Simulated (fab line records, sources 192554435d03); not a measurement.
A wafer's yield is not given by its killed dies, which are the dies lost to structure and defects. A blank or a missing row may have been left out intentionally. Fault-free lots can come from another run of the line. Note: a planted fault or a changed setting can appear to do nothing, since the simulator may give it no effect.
Lot-split experiment ; flow n5Finfet ; 7 lots, 21 wafers read, on a route of 1938 steps

== SPLIT DETAILS ==
At N5_BEOL_M7_PECVD_70 (deposits SiO2 from TEOS/O2, target thk 20 nm, time 22.7 s), the setting tempC was moved away from the recipe's 400 C on 6 of the 21 wafers read, by -2.6% to -2.0%. For the rest of the wafers, this setting stayed at what the recipe calls for.

== FROM THE SPLIT TO THE READING: what the file shows between them, 12 steps ==
- N5_BEOL_M7_HM_DEP_02: deposits TiN, target thk 20 nm (also split here: targetThkA)
- N5_BEOL_M7_COAT_59: time 60 s, resist thk 100 nm
- N5_BEOL_M7_COAT_60: time 60 s, resist thk 35 nm
- N5_BEOL_M7_STRIP_68: strips in N2/H2
- N5_BEOL_M7_STRIP_67: strips in CF4
- N5_BEOL_M7_HM_OPEN_17: chemistry Cl2/BCl3, target TiN, target depth 20 nm, overetch 6 nm
- N5_BEOL_M7_STRIP_19: strips in O2
- N5_BEOL_M7_STRIP_76: strips in C4F6/O2
- N5_BEOL_M7_STRIP_36: strips in N2/H2
- N5_BEOL_M7_TRENCH_ETCH_37: etches SiCOH lowk in C4F6/O2, target depth 93.478 nm, time 31.2 s
- N5_BEOL_M7_ETCH_41: etches SiCN in CH3F/O2, target depth 31.9 nm, time 57.8 s
- N5_BEOL_M7_STRIP_80: strips in N2/H2, time 10 s

== THE READING ==
SiO2_of_BEOL_M7_PECVD_70.thkNm (the simulator's own value, which no gauge read), in nm, at N5_BEOL_M7_HM_STRIP_39 (strips TiN in peroxide tin strip, target depth 25 nm, time 158 s). No usual value for it is given in the file. Here, 15 wafers ran the recipe; their average is 19.8 nm with a standard deviation of 0.31 nm.

wafer;tool, chamber at the split;tempC as run, C;against the recipe;SiO2_of_BEOL_M7_PECVD_70.thkNm, nm;against lot-mates on the recipe
L079.3;pecvd-03, 2,0;389.9;-2.5%;21;+1.4
L079.5;pecvd-03, 2,0;389.9;-2.5%;21;+1.4
L079.4;pecvd-03, 0;400;recipe;19.6;-
L087.2;pecvd-04, 2;400;recipe;20;-
L087.5;pecvd-04, 1;400;recipe;20;-
L087.4;pecvd-04, 0;390.7;-2.3%;21;+1.0
L089.2;pecvd-01, 2;400;recipe;20;-
L089.5;pecvd-01, 2;391.9;-2.0%;21.2;+1.2
L089.6;pecvd-01, 1;391.9;-2.0%;21;+1.0
L091.1;pecvd-04, 1;400;recipe;19.6;-
L091.4;pecvd-04, 2;400;recipe;20;-
L091.6;pecvd-04, 1;400;recipe;20.2;-
L093.2;pecvd-03, 2;400;recipe;19.4;-
L093.5;pecvd-03, 1;389.6;-2.6%;21.6;+2.1
L093.6;pecvd-03, 2;400;recipe;19.6;-
L094.3;pecvd-01, 2,0;400;recipe;19.4;-
L094.4;pecvd-01, 2,0;400;recipe;19.4;-
L094.5;pecvd-01, 2;400;recipe;19.8;-
L097.1;pecvd-03, 2;400;recipe;19.6;-
L097.3;pecvd-03, 0;400;recipe;20.2;-
L097.5;pecvd-03, 0;400;recipe;20.4;-
The file does not say which wafer passed through which chamber wherever a row lists several chambers: such a row stands for several wafers.

THE FIT
A straight line over all 21 wafers: SiO2_of_BEOL_M7_PECVD_70.thkNm changes by -0.561 nm for each +1% of tempC; r = -0.90; the points scatter about the line by 0.31 nm.
The same after taking each lot's own level away (the mean of its wafers on the recipe; 21 wafers): -0.585 nm for each +1%; r = -0.93; scatter 0.25 nm.
The reading moves by 1.5 nm for the largest change in tempC, on that fit.
Across the lots, their own levels run from 19.50 to 20.07 nm, a range of 1.8 times the standard deviation given above.
The two slopes are in agreement: the lot-to-lot level therefore moves the slope only a little.
Check: with one of the wafers moved furthest among these (-2.6%) left out of the fit, the line predicts +1.37 nm for it against its lot-mates. Against them it came out at +2.1 nm.

== THESE WAFERS: OTHER SPLITS ==
Before the reading, these wafers also passed through other splits. Each is held against what the fit with the lots' levels taken away leaves over:
other split on the same wafers;wafers away from the commonest value;r with SiO2_of_BEOL_M7_PECVD_70.thkNm (lot level and that fit taken away)
N5_BEOL_M5_EXPOSE_25 doseMj;8;-0.20
N5_BEOL_M7_HM_DEP_02 targetThkA;7;-0.17

== THE WHOLE CHAIN: every reading that the file lists as answering this split, in the file's order ==
step;what it does;reading;change (the file's fit);r (the file's)
N5_BEOL_M7_PECVD_70;deposits SiO2 from TEOS/O2, target thk 20 nm, time 22.7 s;SiO2_of_BEOL_M7_PECVD_70.thkNm (the simulator's own value, which no gauge read);-0.568 nm for each +1% of the setting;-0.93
N5_BEOL_M7_HM_STRIP_39;strips TiN in peroxide tin strip, target depth 25 nm, time 158 s;SiO2_of_BEOL_M7_PECVD_70.thkNm (the simulator's own value, which no gauge read);-0.598 nm for each +1% of the setting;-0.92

== FILE'S OWN FIT ==
SiO2_of_BEOL_M7_PECVD_70.thkNm changes by -0.598 nm for each +1% of tempC, r = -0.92.
